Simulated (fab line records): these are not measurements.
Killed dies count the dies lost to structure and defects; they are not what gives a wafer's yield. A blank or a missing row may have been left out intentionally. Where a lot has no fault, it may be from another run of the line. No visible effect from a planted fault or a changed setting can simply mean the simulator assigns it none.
fab line records ; flow nand-harc ; part 2 of 2: steps 33 to 38 of 38
record: lots: 5; wafers: 15; last-day: 31
route steps=1302 shown A_ONON_D1@431 A_CHANNEL_HOLE_D1@450
lots with no fault: from the same line, run without faults
start-h: the number of hours between the record's first day and the start of the first shown wafer of the lot ; wait-h: how many hours have passed since the lot's step before this one ; " repeats the value in the row above ; L1.1+2: a row that stands for several wafers ; - either no value or no given start ; * or withheld: withheld ; < > ~ a bound
route shown NAME@n: NAME is a module with steps in the file, n the number in the route of the first one ; usual: mean/standard deviation of fault-free wafers ; same: alike in all rows ; chamber/n: place in a boat ; sites: per-site readings ; _std_site: standard deviation across them ; _edge_site: mean of outer sites minus mean of inner sites ; radius-mm: how far each site lies from the wafer's centre ; mask NAME#n: copy n ; behind: tool/chamber where the wafer was last shaped ; hold: reason for holding the lot/hours on hold/outcome of the hold ; device: names the non-switching transistor (n, p or np) ; end of line: tests run on the same wafers once the route is complete ; a step without rows: its recipe alone ; killed: the dies lost at the first sort to structure and to defects; this is not the yield of the wafer ; map: a wafer's dies, marking killed ones x, the rest . and places with no die _
set.NAME: the run value of the setting; set.NAME@STEP: its run value at that earlier step ; model.NAME: the simulator's own value behind a step, which no gauge read
certain route steps with their lots: each step a table, each wafer a row
services: when a tool's chamber went out of use (start-h, in hours from the record's first day, below 0 if earlier), for how many hours, and the reason
== steps ==
step: NHARC_A_CHANNEL_HOLE_D1_DESCUM_15
recipe: time-s: 3; o2-flow-sccm: 200; ar-flow-sccm: 0; bias-power-w: 0; chemistry: O2
usual: drypump-motor-current-A: 5.5/0.48; o2-flow-sccm: 199.9/0.6; oes-product-au: 0.999/0.0071; rf-vpp-V: 57.4/0.86; showerhead-plenum-p-Torr: 1.85/0.07; throttle-valve-pct: 11.310/0.0077
lot.wafer;tool;chamber;start-h;wait-h;drypump-motor-current-A;o2-flow-sccm;oes-product-au;rf-hours-counter-h;rf-vpp-V;showerhead-plenum-p-Torr;throttle-valve-pct
L078.4;rie-diel-04;3;222.13;0.1;5.8;200.6;1.001;12;55.7;1.78;11.320
L078.2;rie-diel-04;0;222.13;0.1;5.7;199.2;1.018;12;56.9;1.88;11.308
L078.1;rie-diel-04;2;222.13;0.1;5.5;200.2;1.003;12;56.5;1.90;11.308
L080.2;rie-diel-04;3;239.34;0.1;5.9;199.6;1.008;17;56.4;1.77;11.311
L080.4;rie-diel-04;0;239.34;0.1;5.7;200.6;1.010;19;56.3;1.87;11.317
L080.1;rie-diel-04;2;239.34;0.1;5.5;200.1;1.002;19;58.5;1.90;11.309
L084.2;rie-diel-06;3;279.90;0.1;5.0;199.0;0.984;12;58.4;1.84;11.305
L084.1;rie-diel-06;1;279.90;0.1;6.2;200.1;0.997;11;57.5;1.78;11.302
L084.5;rie-diel-06;3;279.90;0.1;5.1;199.9;1.002;-;56.9;1.84;11.318
L086.3;rie-diel-06;3;304.45;0.1;5.1;200.5;0.992;15;57.2;1.84;11.311
L086.6;rie-diel-06;1;304.45;0.1;6.2;200.1;0.995;-;56.3;1.77;11.307
L086.5;rie-diel-06;2;304.45;0.1;4.9;200.3;0.991;-;56.2;1.83;11.327
L090.1;rie-diel-06;2;344.01;0.1;5.0;200.0;0.999;2;57.1;1.82;11.304
L090.3;rie-diel-06;0;344.01;0.1;5.6;199.6;1.005;2;57.9;1.90;11.324
L090.5;rie-diel-06;2;344.01;0.1;5.0;200.8;0.990;-;57.8;1.82;11.316
step: NHARC_A_CHANNEL_HOLE_D1_ETCH_38
recipe: target-depth-a: 390; over-etch-frac: 0.3; time-s: 65; ion-energy-ev: 80; cf4-flow-sccm: 150; ar-flow-sccm: 0; rf-w: 300; bias-w: 100; chemistry: CF4
usual: drypump-motor-current-A: 5.5/0.5; oes-product-au: 0.999/0.0068; rf-vpp-V: 150.7/1.1; showerhead-plenum-p-Torr: 1.72/0.063; throttle-valve-pct: 13.283/0.0089
lot.wafer;tool;chamber;start-h;wait-h;drypump-motor-current-A;oes-product-au;rf-hours-counter-h;rf-vpp-V;showerhead-plenum-p-Torr;throttle-valve-pct
L078.2;rie-diel-04;3;222.21;0.1;5.9;0.994;12;150.4;1.65;13.288
L078.1;rie-diel-04;0;222.21;0.1;5.7;1.002;12;150.8;1.74;13.282
L078.4;rie-diel-04;2;222.21;0.1;5.5;1.002;12;150.2;1.76;13.288
L080.4;rie-diel-04;0;239.42;0.1;5.7;1.006;19;149.7;1.74;13.296
L080.2;rie-diel-04;1;239.42;0.1;4.8;1.000;21;151.3;1.90;13.288
L080.1;rie-diel-04;2;239.42;0.1;5.5;0.988;19;151.6;1.76;13.265
L084.1;rie-diel-06;1;279.97;0.1;6.2;0.999;11;148.8;1.65;13.287
L084.2;rie-diel-06;2;279.97;0.1;4.9;1.012;12;151.2;1.69;13.283
L084.5;rie-diel-06;1;279.97;0.1;6.2;1.004;-;149.8;1.65;13.283
L086.3;rie-diel-06;3;304.64;0.2;5.1;1.001;15;152.0;1.71;13.307
L086.6;rie-diel-06;2;304.64;0.2;5.0;0.999;-;150.9;1.69;13.285
L086.5;rie-diel-06;3;304.64;0.2;5.0;0.997;-;151.6;1.71;13.275
L090.3;rie-diel-06;2;344.10;0.1;4.9;0.998;2;151.6;1.69;13.268
L090.1;rie-diel-06;0;344.10;0.1;5.6;0.995;2;150.4;1.75;13.275
L090.5;rie-diel-06;2;344.10;0.1;4.9;0.995;-;151.1;1.69;13.277
step: NHARC_A_CHANNEL_HOLE_D1_ETCH_39
recipe: target-depth-a: 2600; over-etch-frac: 0.3; time-s: 325; ion-energy-ev: 200; n2-flow-sccm: 150; h2-flow-sccm: 150; ar-flow-sccm: 0; rf-w: 400; bias-w: 150; chemistry: N2/H2
usual: drypump-motor-current-A: 5.4/0.48; oes-product-au: 0.998/0.007; rf-vpp-V: 428.6/2.2; showerhead-plenum-p-Torr: 1.97/0.074; throttle-valve-pct: 14.172/0.0091
lot.wafer;tool;chamber;start-h;wait-h;drypump-motor-current-A;oes-product-au;rf-hours-counter-h;rf-vpp-V;showerhead-plenum-p-Torr;throttle-valve-pct
L078.4;rie-diel-04;1;-;-;4.8;1.000;12;434.3;2.21;14.169
L078.2;rie-diel-04;2;-;-;5.6;0.995;12;430.0;2.03;14.164
L078.1;rie-diel-04;3;-;-;5.9;0.993;12;425.4;1.89;14.177
L080.4;rie-diel-04;3;-;-;5.8;1.007;18;426.1;1.89;14.171
L080.1;rie-diel-04;0;-;-;5.7;1.010;19;430.5;2.00;14.189
L080.2;rie-diel-04;2;-;-;5.6;1.002;19;429.5;2.03;14.186
L084.1;rie-diel-06;0;-;-;5.6;0.995;11;429.0;2.02;14.172
L084.2;rie-diel-06;2;-;-;5.0;0.993;12;427.8;1.94;14.160
L084.5;rie-diel-06;0;-;-;5.6;0.990;-;430.6;2.02;14.185
L086.3;rie-diel-06;2;-;-;4.9;1.006;14;427.4;1.94;14.171
L086.6;rie-diel-06;3;-;-;5.1;1.001;-;429.5;1.96;14.166
L086.5;rie-diel-06;1;-;-;6.2;1.007;-;426.5;1.89;14.171
L090.3;rie-diel-06;0;-;-;5.6;1.002;2;428.7;2.02;14.166
L090.1;rie-diel-06;2;-;-;5.0;0.983;2;427.7;1.94;14.151
L090.5;rie-diel-06;0;-;-;5.6;1.003;-;430.2;2.02;14.165
step: NHARC_A_CHANNEL_HOLE_D1_ETCH_34
recipe: target-depth-a: 1540; time-s: 77; cf4-flow-sccm: 100; chf3-flow-sccm: 30; ar-flow-sccm: 0; rf-w: 500; bias-w: 200; chemistry: CF4/CHF3
usual: drypump-motor-current-A: 5.5/0.5; oes-product-au: 0.946/0.023; rf-vpp-V: 368.9/2; showerhead-plenum-p-Torr: 1.53/0.055; throttle-valve-pct: 16.801/0.0097
lot.wafer;tool;chamber;start-h;wait-h;drypump-motor-current-A;oes-product-au;rf-hours-counter-h;rf-vpp-V;showerhead-plenum-p-Torr;throttle-valve-pct
L078.2;rie-diel-04;2;-;-;5.6;0.969;12;371.5;1.57;16.806
L078.1;rie-diel-04;3;-;-;5.9;0.967;12;366.3;1.47;16.813
L078.4;rie-diel-04;1;-;-;4.8;0.978;12;375.2;1.70;16.802
L080.2;rie-diel-04;3;-;-;5.9;0.964;18;367.0;1.47;16.804
L080.4;rie-diel-04;0;-;-;5.7;0.975;19;369.0;1.54;16.830
L080.1;rie-diel-04;2;-;-;5.5;0.979;20;371.3;1.56;16.801
L084.2;rie-diel-06;2;-;-;5.0;0.923;12;368.3;1.51;16.802
L084.1;rie-diel-06;3;-;-;5.1;0.934;13;368.2;1.52;16.780
L084.5;rie-diel-06;0;-;-;5.6;0.933;-;369.7;1.56;16.804
L086.3;rie-diel-06;1;-;-;6.2;0.917;13;366.5;1.47;16.796
L086.5;rie-diel-06;1;-;-;6.2;0.924;-;367.4;1.47;16.793
L086.6;rie-diel-06;2;-;-;5.0;0.927;-;368.5;1.50;16.804
L090.1;rie-diel-06;1;-;-;6.2;0.916;2;366.2;1.46;16.811
L090.3;rie-diel-06;0;-;-;5.6;0.920;2;370.4;1.56;16.810
L090.5;rie-diel-06;1;-;-;6.2;0.924;-;367.1;1.46;16.798
step: NHARC_A_CHANNEL_HOLE_D1_ETCH_16
recipe: target-depth-a: 31000; over-etch-frac: 0.3; time-s: 806; ion-energy-ev: 150; o2-flow-sccm: 400; cos-flow-sccm: 20; ar-flow-sccm: 0; rf-w: 500; bias-w: 300; chemistry: O2/COS
usual: drypump-motor-current-A: 5.4/0.47; o2-flow-sccm: 400.0/1.3; oes-product-au: 0.999/0.0069; rf-vpp-V: 312.7/1.8; showerhead-plenum-p-Torr: 3.03/0.11; throttle-valve-pct: 28.330/0.0084
lot.wafer;tool;chamber;start-h;wait-h;drypump-motor-current-A;o2-flow-sccm;oes-product-au;rf-hours-counter-h;rf-vpp-V;showerhead-plenum-p-Torr;throttle-valve-pct
L078.1;rie-diel-04;1;-;-;4.8;400.7;1.014;12;318.0;3.37;28.312
L078.4;rie-diel-04;2;-;-;5.5;398.3;1.003;12;312.0;3.11;28.324
L078.2;rie-diel-04;3;-;-;5.9;400.2;1.008;12;310.0;2.91;28.332
L080.2;rie-diel-04;3;-;-;5.9;399.9;1.005;18;310.9;2.91;28.335
L080.4;rie-diel-04;0;-;-;5.7;400.2;1.004;19;312.4;3.06;28.338
L080.1;rie-diel-04;2;-;-;5.5;401.6;1.004;20;314.9;3.10;28.346
L084.1;rie-diel-06;3;-;-;5.1;401.3;1.000;13;312.8;3.01;28.335
L084.2;rie-diel-06;0;-;-;5.6;400.7;0.994;11;312.9;3.10;28.339
L084.5;rie-diel-06;0;-;-;5.7;399.9;0.993;-;314.7;3.10;28.335
L086.3;rie-diel-06;2;-;-;4.9;399.2;0.996;14;312.7;2.99;28.337
L086.5;rie-diel-06;2;-;-;5.0;400.7;0.998;-;311.8;2.99;28.339
L086.6;rie-diel-06;3;-;-;5.1;400.9;1.003;-;310.7;3.01;28.350
L090.3;rie-diel-06;2;-;-;5.0;400.7;0.997;2;311.3;2.99;28.327
L090.1;rie-diel-06;1;-;-;6.2;399.5;0.994;2;311.3;2.91;28.317
L090.5;rie-diel-06;2;-;-;5.0;400.0;0.992;-;314.0;2.98;28.335
step: NHARC_A_CHANNEL_HOLE_D1_CD_MEAS_18
usual: cd-nm: 100.0/1.7
lot.wafer;tool;chamber;start-h;wait-h;cd-nm
L078.1;cd-sem-02;-;223.24;-;99.7
L078.2;cd-sem-02;-;223.24;-;100.6
L078.4;cd-sem-02;-;223.24;-;100.6
L080.1;cd-sem-01;-;240.44;-;100.8
L080.2;cd-sem-01;-;240.44;-;100.4
L080.4;cd-sem-01;-;240.44;-;98.9
L084.1;cd-sem-02;-;281.00;-;97.8
L084.2;cd-sem-02;-;281.00;-;97.9
L084.5;cd-sem-02;-;281.00;-;96.2
L086.3;cd-sem-02;-;305.83;-;100.9
L086.5;cd-sem-02;-;305.83;-;99.0
L086.6;cd-sem-02;-;305.83;-;99.6
L090.1;cd-sem-02;-;345.11;-;102.0
L090.3;cd-sem-02;-;345.11;-;101.2
L090.5;cd-sem-02;-;345.11;-;100.7
== services ==
tool;chamber;start-h;hours;kind
pecvd-03;-;185.00;13.0;pm
pecvd-onon-02;-;185.00;13.0;pm
acl-dep-01;-;192.41;13.0;pm
rie-diel-06;3;202.62;7.1;repair
litho-track-04;-;203.00;7.0;pm
furnace-04;-;234.10;1.1;repair
acl-dep-02;-;245.28;13.0;pm
arfi-scanner-02;-;246.84;0.3;repair
pecvd-03;1;260.06;2.0;repair
pecvd-onon-01;-;269.06;13.0;pm
pecvd-04;-;273.65;13.0;pm
rie-diel-06;0;274.91;2.4;repair
pecvd-01;1;277.13;4.1;repair
arfi-scanner-02;-;282.93;0.4;repair
pecvd-01;-;284.69;0.3;repair
rie-diel-06;0;302.42;5.1;repair
rie-diel-06;-;307.20;9.0;pm
pecvd-01;-;311.18;13.0;pm
pecvd-onon-04;-;311.23;13.0;pm
arfi-scanner-02;-;312.00;4.0;pm
rie-diel-04;-;315.16;0.8;repair
arfi-scanner-02;-;318.91;4.7;repair
litho-track-01;-;330.00;7.0;pm
rie-diel-04;-;335.95;2.0;repair
